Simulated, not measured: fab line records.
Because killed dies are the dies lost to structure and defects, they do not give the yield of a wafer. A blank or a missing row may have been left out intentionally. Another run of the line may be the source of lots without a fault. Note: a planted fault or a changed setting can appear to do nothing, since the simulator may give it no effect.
The tool behind it: which one?	flow n5-finfet	7 lots, 20 wafers sampled, at 6 steps of a route of 1938

WHAT EACH GAUGE READ, for each wafer
N5_BEOL_M2_CD_MEAS_18: pitch 36 nm, target cd 18 nm.
lot	measured	on	cd-nm (nm)
L167	day 7 05:53	cd-sem-02	18.5 18.1 18.5
L169	day 7 19:22	cd-sem-02	18.1 18.2 18.3
L177	day 9 14:40	cd-sem-03	- - -
L178	day 10 04:17	cd-sem-01	- - -
L182	day 10 18:11	cd-sem-03	17.9 17.9 18.3
L185	day 11 17:10	cd-sem-03	18.7 17.9
L187	day 12 09:42	cd-sem-03	17.7 18.7 17.5

WHAT TOOL EACH LOT RAN ON (gives the tool, then ch and the chambers of the sampled wafers, and finally the start)
lot	N5_BEOL_M1_ANNEAL_80	N5_BEOL_M2_PECVD_72	N5_BEOL_M2_ETCH_74	N5_BEOL_M2_ETCH_63	N5_BEOL_M2_ETCH_64
L167	pvd-sputter-01, day 7 00:42	pecvd-01 ch 1,2, day 7 03:22	rie-diel-06 ch 0,2,3, day 7 05:29	rie-diel-06 ch 0,2,3, day 7 05:31	rie-diel-06 ch 0,2,3, day 7 05:32
L169	pvd-sputter-02, day 7 13:40	pecvd-02 ch 0,1,2, day 7 16:23	rie-diel-04 ch 0,1,3, day 7 18:53	rie-diel-04 ch 0,1,3, day 7 18:53	rie-diel-04 ch 0,1,3, day 7 18:55
L177	pvd-sputter-03, day 9 09:45	pecvd-01 ch 0,1,2, day 9 12:41	rie-diel-06 ch 1,2,3, day 9 14:16	rie-diel-06 ch 1,2,3, day 9 14:16	rie-diel-06 ch 1,2,3, day 9 14:18
L178	pvd-sputter-02, day 9 23:53	pecvd-02 ch 0,1, day 10 02:52	rie-diel-06 ch 0,1, day 10 03:53	rie-diel-06 ch 0,1, day 10 03:55	rie-diel-06 ch 0,1, day 10 03:56
L182	pvd-sputter-03, day 10 13:46	pecvd-01 ch 0,1,2, day 10 16:29	rie-diel-02 ch 0,1, day 10 17:36	rie-diel-02 ch 0,1, day 10 17:37	rie-diel-02 ch 0,1, day 10 17:39
L185	pvd-sputter-01, day 11 10:49	pecvd-01 ch 1,2, day 11 13:32	rie-diel-02 ch 0,1, day 11 16:46	rie-diel-02 ch 0,1, day 11 16:47	rie-diel-02 ch 0,1, day 11 16:48
L187	pvd-sputter-01, day 12 04:34	pecvd-01 ch 2, day 12 07:23	rie-diel-02 ch 0,1, day 12 09:11	rie-diel-02 ch 0,1, day 12 09:13	rie-diel-02 ch 0,1, day 12 09:14
- N5_BEOL_M1_ANNEAL_80: time 240 s.
- N5_BEOL_M2_PECVD_72: deposits SiO2 from TEOS/O2, target thk 16 nm, time 18 s.
- N5_BEOL_M2_ETCH_74: etches underlayer in N2/H2, target depth 6.5 nm, time 5.2 s.
- N5_BEOL_M2_ETCH_63: etches SiARC in CF4, target depth 15.6 nm, time 26 s.
- N5_BEOL_M2_ETCH_64: etches SOC in N2/H2, target depth 75 nm, overetch 22.5 nm, time 121.9 s.

THE ANSWER, worked out from the rows above alone
Rule: what is usual is taken from the lots themselves. The widest of any qualifying gaps counts: lots, ordered by their means at a reading, are off when they make up no more than a third of the lots, leave a main group of 4 or more, and stand apart from it by 3 or more times the standard deviation of that group's means. If all means in a main group match to the digits the tables above print for the reading, that group is not used. A lot without any number at a reading at which 4 lots or more have one is off too. Where the step has rows for the other lots, those lots are counted as sound.
Off at N5_BEOL_M2_CD_MEAS_18 (cd-nm): L177, L178. Without a number there: L177, L178. The main group has a mean of 18.2 nm with a standard deviation of 0.15.
A tool fits if, at a process step before that reading, it ran every lot that is off, and no sound lot after the first of them. Gauges at N5_BEOL_M2_CD_MEAS_18: tried the same way as those tools. One fits: rie-diel-06 at N5_BEOL_M2_ETCH_74 and N5_BEOL_M2_ETCH_63 and N5_BEOL_M2_ETCH_64. At N5_BEOL_M2_ETCH_74 its last sound lot is L167 (day 7 05:29), its first lot that is off L177 (day 9 14:16): a fault that began between those two fits.

WHAT WAS PUT IN BY THE SIMULATOR
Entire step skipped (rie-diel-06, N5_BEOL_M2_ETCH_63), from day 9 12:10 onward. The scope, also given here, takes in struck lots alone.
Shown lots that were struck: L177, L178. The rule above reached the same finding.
